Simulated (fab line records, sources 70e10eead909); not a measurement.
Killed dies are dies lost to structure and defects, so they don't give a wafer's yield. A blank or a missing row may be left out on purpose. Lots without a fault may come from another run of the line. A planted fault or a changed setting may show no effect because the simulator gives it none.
fab line records | flow nand_harc
record lots=6 wafers=18 last_day=33
route steps=1302 shown P_CONTACT@218
lots that met no fault: from a run of the same line without faults
start_h: hours from the record's first day to the start of the lot's first wafer shown | wait_h: hours since the lot's step before | " the same as in the row above | L1.1+2: a row that stands for several wafers | - no value, or no start given | * or withheld: withheld | < > ~ a bound
route shown NAME@n: a module of which the file shows steps, and the number in the route of the first | usual: mean/standard deviation of fault-free wafers | same: alike in all rows | chamber/n: place in a boat | sites: the reading at each site | _std_site: their standard deviation | _edge_site: outer sites' mean less inner sites' | radius_mm: how far each site lies from the wafer's centre | mask NAME#n: copy n | behind: the tool/chamber that last shaped the wafer | hold: why the lot was held/for how many hours/how that ended | device: the transistor (n, p or np) that didn't switch | end of line: the same wafers' tests at the end of the route | a step without rows: its recipe alone | killed: dies lost to structure and defects at the first sort, not the wafer's yield | map: a wafer's dies, x killed, . not, _ none there
set.NAME: the setting as run; set.NAME@STEP: as run at that earlier step | model.NAME: the simulator's own value behind a step, which no gauge read
lots at some steps of the route; a table a step, a row a wafer
services: from which hour (start_h, from the record's first day; less than 0 if before it) a tool's chamber was out of use, for how many hours, and why
## steps
# step NHARC_P_CONTACT_DEP_00
# recipe target_thk_a=5000 temp_c=400 pressure_torr=6.5 rf_w=900 teos_flow_sccm=161.4 flow_sccm=2650 target_thk_nm=500 gas=O2 material=SiO2
# usual heater_power_w=504/74 showerhead_vpp_V=1866/70 susceptor_temp_C=400.02/0.22 throttle_valve_pct=15.7/0.55
# columns lot.wafer tool chamber start_h wait_h heater_power_w showerhead_vpp_V susceptor_temp_C throttle_valve_pct
L171.3 pecvd-01 0 - - 650 1900 400.17 15.3
L171.5 " 1 " " 529 1961 399.92 15.3
L171.6 " 0 " " 651 1900 400.35 15.5
L172.2 pecvd-03 2 - - 401 1746 400.35 16.1
L172.3 " 0 " " 477 1880 400.10 15.7
L172.1 " 1 " " 486 2006 399.97 16.1
L183.3 pecvd-01 0 - - 628 1907 400.14 15.2
L183.4 " 1 " " 502 1943 399.61 15.0
L183.5 " 0 " " 644 1898 400.09 15.8
L185.1 pecvd-03 2 - - 519 1748 400.07 16.1
L185.3 " 0 " " 504 1892 400.14 15.6
L185.4 " 0 " " 534 1915 399.98 15.9
L190.1 pecvd-01 0 - - 588 1895 399.32 15.7
L190.2 " 1 " " 487 1953 400.56 15.0
L190.3 " 2 " " 394 1877 399.80 16.2
L193.3 pecvd-04 1 - - 572 1911 400.12 15.7
L193.5 " 1 " " 603 1879 399.99 15.6
L193.4 " 2 " " 411 1795 400.10 14.8
# step NHARC_P_CONTACT_CMP_01
# recipe target_thk_nm=200 material=SiO2
# usual motor_current_A=12.2/1
# columns lot.wafer tool chamber start_h wait_h motor_current_A
L171.3 cmp-01 1 120.39 - 13.5
L171.5 " 0 " " 11.6
L171.6 " 1 " " 13.7
L172.3 cmp-03 0 125.91 - 11.3
L172.1 " 2 " " 12.9
L172.2 " 3 " " 14.6
L183.3 cmp-01 0 235.86 - 11.6
L183.4 " 3 " " 12.0
L183.5 " 1 " " 13.6
L185.4 cmp-04 1 258.88 - 12.4
L185.1 " 2 " " 13.9
L185.3 " 3 " " 10.3
L190.2 cmp-04 0 304.22 - 12.0
L190.1 " 2 " " 12.9
L190.3 " 3 " " 10.5
L193.3 cmp-01 2 330.42 - 11.7
L193.4 " 0 " " 10.7
L193.5 " 2 " " 11.2
# step NHARC_P_CONTACT_SRD_03
# step NHARC_P_CONTACT_DEHYDRATE_04
# recipe temp_c=150 time_s=120
# step NHARC_P_CONTACT_HMDS_05
# recipe time_s=30
# step NHARC_P_CONTACT_COAT_33
# recipe temp_c=260 time_s=75
# step NHARC_P_CONTACT_COAT_34
# recipe temp_c=225 time_s=65
# step NHARC_P_CONTACT_COAT_06
# recipe spin_rpm=1500 resist_thk_nm=90
# step NHARC_P_CONTACT_SOFTBAKE_07
# recipe temp_c=105 time_s=55
# step NHARC_P_CONTACT_EBR_08
# step NHARC_P_CONTACT_EXPOSE_09
# recipe na=1.35 target_cd_nm=90 dose_mj=81.26 mask_id=P_CA
# step NHARC_P_CONTACT_PEB_10
# recipe peb_temp_c=100 peb_time_s=65
# columns lot.wafer tool chamber start_h wait_h
L171.3+5+6 litho_track-01 0 121.12 0.0
L172.1+2+3 litho_track-01 0 126.66 0.1
L183.3+4+5 litho_track-01 0 236.61 0.0
L185.1+3+4 litho_track-01 0 259.63 0.1
L190.1+2+3 litho_track-04 0 304.97 0.1
L193.3+4+5 litho_track-04 0 331.15 0.0
# step NHARC_P_CONTACT_DEVELOP_11
# recipe develop_time_s=35 dev_temp_c=23
# step NHARC_P_CONTACT_CD_MEAS_12
# recipe target_cd_nm=90 landing_energy_ev=500
# usual cd_nm=90.2/0.58
# columns lot.wafer tool chamber start_h wait_h cd_nm
L171.3 cd_sem-03 0 121.20 - 89.9
L171.5 " 0 " " 90.0
L171.6 " 0 " " 89.3
L172.1 cd_sem-02 0 126.73 - 89.8
L172.2 " 0 " " 89.6
L172.3 " 0 " " 90.3
L183.3 cd_sem-03 0 236.69 - 98.4
L183.4 " 0 " " 99.1
L183.5 " 0 " " 97.9
L185.1 cd_sem-03 0 259.71 - 98.6
L185.3 " 0 " " 98.9
L185.4 " 0 " " 98.6
L190.1 cd_sem-03 0 305.05 - 90.0
L190.2 " 0 " " 91.8
L190.3 " 0 " " 91.1
L193.3 cd_sem-02 0 331.23 - 89.6
L193.4 " 0 " " 90.1
L193.5 " 0 " " 90.9
# step NHARC_P_CONTACT_OVL_MEAS_13
# usual overlay_x_nm=-0.2/0.82 overlay_y_nm=-0.1/0.81
# columns lot.wafer tool chamber start_h wait_h overlay_x_nm overlay_y_nm
L171.3 overlay-02 - 121.29 - -0.5 1.4
L171.5 " - " " -0.7 2.0
L171.6 " - " " -0.4 1.8
L172.1 overlay-01 - 126.82 - -1.1 -0.6
L172.2 " - " " -0.8 -0.4
L172.3 " - " " -0.6 -0.9
L183.3 overlay-02 - 236.78 - -0.6 -0.6
L183.4 " - " " -0.1 -0.7
L183.5 " - " " 0.0 -0.5
L185.1 overlay-02 - 259.80 - -0.2 -0.1
L185.3 " - " " 0.0 0.2
L185.4 " - " " -0.4 -0.4
L190.1 overlay-02 - 305.14 - -0.8 -0.7
L190.2 " - " " -1.2 -0.7
L190.3 " - " " -0.9 -1.4
L193.3 overlay-02 - 331.31 - 0.0 0.5
L193.4 " - " " 0.7 0.1
L193.5 " - " " -0.1 0.2
# step NHARC_P_CONTACT_INSPECT_14
# usual raw_defect_count=3.9/2
# columns lot.wafer tool chamber start_h wait_h raw_defect_count
L171.3 defect_inspect-02 - 121.32 0.0 5
L171.5 " - " " 5
L171.6 " - " " 8
L172.1 defect_inspect-02 - 126.86 0.0 1
L172.2 " - " " 5
L172.3 " - " " 4
L183.3 defect_inspect-02 - 236.81 0.0 3
L183.4 " - " " 2
L183.5 " - " " 1
L185.1 defect_inspect-02 - 259.83 0.0 4
L185.3 " - " " 1
L185.4 " - " " 4
L190.1 defect_inspect-02 - 305.18 0.0 4
L190.2 " - " " 2
L190.3 " - " " 6
L193.3 defect_inspect-02 - 331.35 0.0 6
L193.4 " - " " 6
L193.5 " - " " 5
# step NHARC_P_CONTACT_DESCUM_17
# recipe time_s=3 o2_flow_sccm=200 ar_flow_sccm=0 bias_power_w=0 chemistry=O2
# usual chamber_pressure_mTorr=60.00/0.057 drypump_motor_current_A=5.8/0.44 oes_product_au=0.999/0.0092 rf_vpp_V=57.6/0.93 showerhead_plenum_p_Torr=1.86/0.066 throttle_valve_pct=11.311/0.0088
# columns lot.wafer tool chamber start_h wait_h chamber_pressure_mTorr drypump_motor_current_A oes_product_au rf_hours_counter_h rf_vpp_V showerhead_plenum_p_Torr throttle_valve_pct model.P_CONTACT.cd_nm
L171.3 rie_diel-09 2 121.40 0.1 59.96 6.4 1.009 9.3 57.9 1.93 11.313 90.25
L171.6 " 0 " " 60.02 6.5 1.013 - 57.0 1.86 11.302 89.33
L171.5 " 1 " " 59.97 6.1 1.000 - 59.2 1.94 11.316 90.54
L172.3 rie_diel-05 0 126.93 0.1 59.99 6.3 0.996 1.3 57.7 1.79 11.292 90.79
L172.1 " 1 " " 59.91 5.5 1.003 1.0 57.0 1.78 11.315 89.35
L172.2 " 2 " " 59.92 5.9 1.000 1.1 58.4 1.94 11.313 89.22
L183.4 rie_diel-02 3 236.87 0.1 60.03 5.3 0.989 0.5 55.6 1.89 11.323 98.99
L183.3 " 2 " " 59.93 6.3 1.004 0.5 58.2 1.79 11.306 98.16
L183.5 " 0 " " 59.99 5.6 0.990 - 57.8 1.83 11.323 97.46
L185.3 rie_diel-02 0 259.90 0.1 60.05 5.6 1.011 1.4 58.2 1.83 11.322 98.56
L185.1 " 2 " " 59.93 6.3 1.015 1.2 57.1 1.79 11.321 99.09
L185.4 " 3 " " 59.99 5.3 0.995 1.4 58.0 1.89 11.317 98.12
L190.3 rie_diel-05 2 305.25 0.1 60.10 5.9 0.997 1.7 57.8 1.94 11.303 91.43
L190.1 " 3 " " 60.02 5.1 0.987 1.9 57.1 2.01 11.314 89.68
L190.2 " 0 " " 60.07 6.4 0.990 1.8 57.7 1.79 11.299 91.6
L193.3 rie_diel-02 0 331.41 0.1 59.95 5.6 0.989 4.2 58.7 1.82 11.303 89.66
L193.4 " 3 " " 59.94 5.3 0.986 4.2 56.6 1.89 11.313 89.76
L193.5 " 1 " " 60.03 5.7 0.995 - 58.2 1.82 11.313 90.77
# step NHARC_P_CONTACT_ETCH_35
# recipe target_depth_a=390 over_etch_frac=0.3 time_s=65 ion_energy_ev=80 cf4_flow_sccm=150 ar_flow_sccm=0 rf_w=300 bias_w=100 chemistry=CF4
# usual bias_w=100.04/0.3 chamber_pressure_mTorr=50.00/0.047 drypump_motor_current_A=5.8/0.45 oes_product_au=1.000/0.011 rf_vpp_V=151.0/1 showerhead_plenum_p_Torr=1.73/0.059 throttle_valve_pct=13.286/0.0094
# columns lot.wafer tool chamber start_h wait_h bias_w chamber_pressure_mTorr drypump_motor_current_A oes_product_au rf_hours_counter_h rf_vpp_V showerhead_plenum_p_Torr throttle_valve_pct
L171.3 rie_diel-09 2 121.47 0.1 100.26 49.97 6.4 1.020 9.3 151.2 1.79 13.279
L171.6 " 1 " " 99.98 50.04 6.1 0.999 - 150.8 1.79 13.269
L171.5 " 2 " " 100.16 49.88 6.4 1.016 - 150.7 1.79 13.281
L172.2 rie_diel-05 2 127.01 0.1 100.10 50.02 5.9 1.002 1.1 151.9 1.79 13.277
L172.3 " 3 " " 100.44 49.96 5.0 0.990 1.1 152.9 1.85 13.298
L172.1 " 0 " " 100.26 49.96 6.4 1.007 1.3 149.8 1.66 13.297
L183.3 rie_diel-02 2 236.96 0.1 100.23 49.98 6.3 1.005 0.5 150.5 1.66 13.289
L183.4 " 0 " " 99.62 49.99 5.7 0.993 0.5 151.0 1.69 13.296
L183.5 " 2 " " 100.41 49.89 6.3 1.008 - 150.2 1.66 13.291
L185.4 rie_diel-02 0 259.98 0.1 100.22 50.00 5.6 1.003 1.4 150.6 1.69 13.290
L185.1 " 1 " " 99.92 50.01 5.7 0.998 1.2 151.0 1.69 13.294
L185.3 " 3 " " 100.02 50.04 5.3 0.981 1.4 150.8 1.75 13.288
L190.3 rie_diel-05 3 305.32 0.1 100.11 50.01 5.0 0.989 1.9 152.3 1.85 13.294
L190.1 " 1 " " 100.06 50.02 5.5 1.001 1.6 151.2 1.66 13.288
L190.2 " 2 " " 100.33 50.05 5.9 1.009 1.7 151.8 1.79 13.288
L193.3 rie_diel-02 1 331.49 0.1 100.25 50.00 5.7 0.986 3.9 150.9 1.69 13.290
L193.4 " 0 " " 99.76 49.99 5.6 0.991 4.2 150.8 1.69 13.293
L193.5 " 1 " " 100.73 49.93 5.7 0.988 - 151.6 1.69 13.285
# step NHARC_P_CONTACT_ETCH_36
# recipe target_depth_a=2600 over_etch_frac=0.25 time_s=406.25 ion_energy_ev=200 n2_flow_sccm=150 h2_flow_sccm=150 ar_flow_sccm=0 rf_w=400 bias_w=150 chemistry=N2/H2
# usual bias_w=150.0/0.47 chamber_pressure_mTorr=30.004/0.027 drypump_motor_current_A=5.8/0.45 oes_product_au=1.000/0.01 rf_vpp_V=429.1/2.2 showerhead_plenum_p_Torr=1.99/0.075 throttle_valve_pct=14.172/0.008
# columns lot.wafer tool chamber start_h wait_h bias_w chamber_pressure_mTorr drypump_motor_current_A oes_product_au rf_hours_counter_h rf_vpp_V showerhead_plenum_p_Torr throttle_valve_pct
L171.3 rie_diel-09 0 - - 150.1 29.972 6.5 1.019 9.6 429.0 1.98 14.172
L171.6 " 2 " " 149.7 30.004 6.4 1.015 - 431.0 2.06 14.175
L171.5 " 3 " " 150.5 30.022 5.4 1.020 - 429.3 2.03 14.167
L172.1 rie_diel-05 1 - - 149.8 30.011 5.5 1.008 1.1 426.7 1.90 14.172
L172.2 " 2 " " 150.3 30.055 5.9 1.006 1.2 430.5 2.07 14.171
L172.3 " 3 " " 149.4 30.041 5.0 1.009 1.2 435.0 2.15 14.179
L183.4 rie_diel-02 1 - - 149.6 30.014 5.7 0.995 0.6 427.8 1.94 14.169
L183.3 " 2 " " 149.9 30.023 6.3 1.012 0.6 428.5 1.90 14.172
L183.5 " 0 " " 150.2 30.038 5.6 1.003 - 428.8 1.94 14.166
L185.3 rie_diel-02 2 - - 150.2 29.994 6.3 1.003 1.3 427.0 1.90 14.173
L185.1 " 3 " " 150.0 29.982 5.3 0.985 1.5 429.9 2.01 14.168
L185.4 " 0 " " 149.7 29.935 5.6 1.005 1.5 426.6 1.94 14.170
L190.1 rie_diel-05 1 - - 150.6 30.039 5.6 1.002 1.6 425.6 1.90 14.172
L190.2 " 2 " " 149.3 30.052 5.9 1.004 1.7 429.3 2.07 14.176
L190.3 " 3 " " 149.7 29.977 5.0 0.970 2.0 432.2 2.14 14.178
L193.3 rie_diel-02 3 - - 150.0 29.980 5.3 0.981 4.2 429.9 2.01 14.182
L193.4 " 1 " " 149.5 30.011 5.7 0.992 4.0 428.1 1.94 14.159
L193.5 " 2 " " 149.5 30.016 6.3 1.000 - 426.9 1.90 14.185
# step NHARC_P_CONTACT_ETCH_18
# recipe target_depth_a=4810 time_s=240.5 c4f8_flow_sccm=20 o2_flow_sccm=10 ar_flow_sccm=withheld rf_w=600 bias_w=1500 chemistry=C4F8/O2/Ar
# step NHARC_P_CONTACT_STRIP_37
# recipe c4f8_flow_sccm=withheld o2_flow_sccm=8 ar_flow_sccm=withheld bias_w=0 chemistry=C4F8/O2/Ar
# step NHARC_P_CONTACT_ETCH_31
# recipe target_depth_a=300 time_s=85.7 ion_energy_ev=120 over_etch_frac=1 ch3f_flow_sccm=50 o2_flow_sccm=30 ar_flow_sccm=200 rf_w=500 bias_w=100 chemistry=CH3F/O2
# usual bias_w=100.03/0.29 chamber_pressure_mTorr=24.995/0.022 drypump_motor_current_A=5.8/0.45 oes_product_au=0.978/0.013 rf_vpp_V=243.4/1.3 showerhead_plenum_p_Torr=2.39/0.084 throttle_valve_pct=20.662/0.0098
# columns lot.wafer tool chamber start_h wait_h bias_w chamber_pressure_mTorr drypump_motor_current_A oes_product_au rf_hours_counter_h rf_vpp_V showerhead_plenum_p_Torr throttle_valve_pct model.P_CONTACT.cd_nm
L171.3 rie_diel-09 0 - - 100.51 25.005 6.5 0.975 9.8 243.4 2.39 20.661 89.68
L171.6 " 0 " " 100.35 24.993 6.5 0.981 - 243.4 2.39 20.663 87.31
L171.5 " 1 " " 100.09 25.001 6.1 0.959 - 244.7 2.49 20.676 89.25
L172.1 rie_diel-05 0 - - 99.77 24.999 6.3 0.998 1.5 242.5 2.31 20.659 89.86
L172.2 " 1 " " 99.63 25.024 5.5 0.995 1.4 240.8 2.30 20.667 90.87
L172.3 " 2 " " 100.12 24.949 5.9 0.996 1.5 244.8 2.49 20.659 91.69
L183.4 rie_diel-02 3 - - 100.07 24.976 5.3 0.958 0.9 242.0 2.43 20.677 95.82
L183.3 " 2 " " 99.97 25.008 6.3 0.987 0.8 242.5 2.30 20.661 96.28
L183.5 " 0 " " 99.56 24.987 5.6 0.973 - 243.0 2.35 20.662 99.03
L185.4 rie_diel-02 3 - - 100.39 24.957 5.3 0.972 1.8 243.8 2.43 20.665 98.95
L185.3 " 0 " " 100.53 24.944 5.6 0.984 1.7 243.2 2.35 20.665 96.67
L185.1 " 1 " " 99.76 25.006 5.7 0.982 1.5 243.0 2.35 20.664 97.02
L190.3 rie_diel-05 0 - - 99.91 24.994 6.4 0.983 2.2 241.9 2.30 20.657 94.03
L190.1 " 1 " " 99.99 24.980 5.5 0.978 1.9 241.6 2.30 20.667 87.99
L190.2 " 3 " " 100.03 24.974 5.0 0.975 2.2 246.2 2.58 20.644 92.53
L193.4 rie_diel-02 3 - - 100.01 25.025 5.3 0.958 4.5 244.1 2.43 20.649 89.11
L193.3 " 1 " " 100.13 25.011 5.7 0.965 4.2 243.0 2.35 20.672 89.43
L193.5 " 2 " " 100.00 24.996 6.3 0.998 - 244.2 2.30 20.652 90.41
# step NHARC_P_CONTACT_CD_MEAS_19
# usual cd_nm=89.6/1.6
# columns lot.wafer tool chamber start_h wait_h cd_nm
L171.3 cd_sem-01 - 122.63 - 89.7
L171.5 " - " " 89.3
L171.6 " - " " 87.5
L172.1 cd_sem-01 - 127.79 - 90.1
L172.2 " - " " 91.1
L172.3 " - " " 91.7
L183.3 cd_sem-03 - 237.75 - 96.1
L183.4 " - " " 95.9
L183.5 " - " " 99.3
L185.1 cd_sem-02 - 260.77 - 97.1
L185.3 " - " " 96.4
L185.4 " - " " 99.0
L190.1 cd_sem-01 - 306.11 - 88.0
L190.2 " - " " 92.7
L190.3 " - " " 93.9
L193.3 cd_sem-01 - 332.29 - 89.4
L193.4 " - " " 89.0
L193.5 " - " " 90.7
# step NHARC_P_CONTACT_STRIP_28
# recipe o2_flow_sccm=500 ar_flow_sccm=0 bias_w=0 chemistry=O2
# usual chamber_pressure_mTorr=60.00/0.063 drypump_motor_current_A=6.0/0.47 oes_product_au=1.003/0.0092 rf_vpp_V=57.8/0.88 showerhead_plenum_p_Torr=3.48/0.1 throttle_valve_pct=17.037/0.009
# same bias_w=0
# columns lot.wafer tool chamber start_h wait_h chamber_pressure_mTorr drypump_motor_current_A oes_product_au rf_hours_counter_h rf_vpp_V showerhead_plenum_p_Torr throttle_valve_pct
L171.3 rie_diel-05 3 122.76 0.1 60.02 5.0 1.000 1.0 58.6 3.69 17.038
L171.5 " 0 " " 60.02 6.4 1.007 - 59.3 3.32 17.042
L171.6 " 1 " " 59.99 5.6 0.999 - 57.7 3.31 17.047
L172.3 rie_diel-02 0 127.87 0.1 60.02 5.7 0.987 2.9 57.3 3.38 17.037
L172.2 " 1 " " 60.03 5.7 0.997 2.7 58.2 3.37 17.028
L172.1 " 3 " " 59.98 5.3 0.993 3.2 57.9 3.49 17.033
L183.4 rie_diel-02 3 237.83 0.1 59.95 5.3 0.983 0.9 58.4 3.49 17.032
L183.3 " 1 " " 60.06 5.7 1.010 0.7 58.5 3.37 17.036
L183.5 " 3 " " 59.93 5.3 0.987 - 58.1 3.49 17.019
L185.3 rie_diel-09 3 260.85 0.1 60.02 5.5 1.001 5.5 58.3 3.50 17.037
L185.1 " 0 " " 60.01 6.5 1.018 4.5 58.3 3.43 17.036
L185.4 " 1 " " 60.00 6.1 1.002 5.7 57.1 3.57 17.031
L190.3 rie_diel-09 1 306.18 0.1 60.00 6.1 1.013 7.8 59.1 3.57 17.026
L190.2 " 2 " " 59.92 6.4 1.007 8.1 56.9 3.56 17.049
L190.1 " 0 " " 59.98 6.5 0.999 6.7 57.5 3.43 17.047
L193.3 rie_diel-05 2 332.36 0.1 60.45 6.0 1.005 2.5 57.8 3.57 17.045
L193.4 " 3 " " 59.98 5.0 0.981 2.7 57.9 3.69 17.039
L193.5 " 3 " " 60.01 5.0 0.993 - 57.7 3.69 17.020
## services
# columns tool chamber start_h hours kind
cmp-01 - 108.44 4.0 pm
rie_diel-05 - 116.17 0.5 repair
pecvd-01 - 130.13 13.0 pm
rie_diel-02 - 132.26 4.9 repair
rie_diel-09 2 134.31 1.2 repair
cmp-01 - 141.31 3.3 repair
rie_diel-09 - 143.10 9.0 pm
cmp-01 - 147.22 1.6 repair
rie_diel-05 2 152.22 7.3 repair
litho_track-01 - 155.00 7.0 pm
pecvd-01 - 170.30 2.1 repair
rie_diel-02 0 171.23 6.1 repair
rie_diel-09 0 176.02 18.0 repair
cmp-01 - 198.02 0.3 repair
cmp-01 - 200.66 1.2 repair
cmp-01 - 206.44 4.0 pm
rie_diel-02 - 216.70 9.0 pm
rie_diel-05 - 229.60 9.0 pm
pecvd-01 - 237.66 0.9 repair
rie_diel-05 2 252.54 4.1 repair
cmp-01 - 260.01 0.5 repair
rie_diel-09 3 302.88 4.0 repair
rie_diel-09 - 320.10 9.0 pm
litho_track-01 - 330.00 7.0 pm
## key
first_sign step=NHARC_P_CONTACT_CD_MEAS_12 reading=cd_nm direction=up sigmas=14 usual=90.2 struck=98.6
effect step=NHARC_P_CONTACT_CD_MEAS_19 reading=cd_nm direction=up sigmas=4.8 usual=89.6 struck=97.3
model_effect step=NHARC_P_CONTACT_DESCUM_17 value=P_CONTACT.cd_nm without=89.91 struck=98.4
model_effect step=NHARC_P_CONTACT_ETCH_31 value=P_CONTACT.cd_nm without=88.81 struck=97.29
met_at NHARC_P_CONTACT_PEB_10
struck_wafers L183.3,L183.4,L183.5,L185.1,L185.3,L185.4
sort_left_out L183.3,L183.4,L183.5,L185.1,L185.3,L185.4
tester_left_out L183,L185
onset_between 126.66 236.61
fault kind=process_parameter_drift tool=litho_track-01 chamber=- onset_h=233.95 steps=NHARC_P_CONTACT_PEB_10 channel=peb_time_s offset=* shape=step end_h=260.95 acts_in=* stated=*
# tester_left_out: of these lots the tester's yield and bins aren't shown, on N5 and GAA mostly nor the transistor test; their killed dies are dies lost to structure and defects alone, not to doping, threshold or leakage, so they don't give the yield
# sort_left_out: the simulated sort isn't trusted on such a fault, so these wafers' sort isn't shown, and their yield isn't known
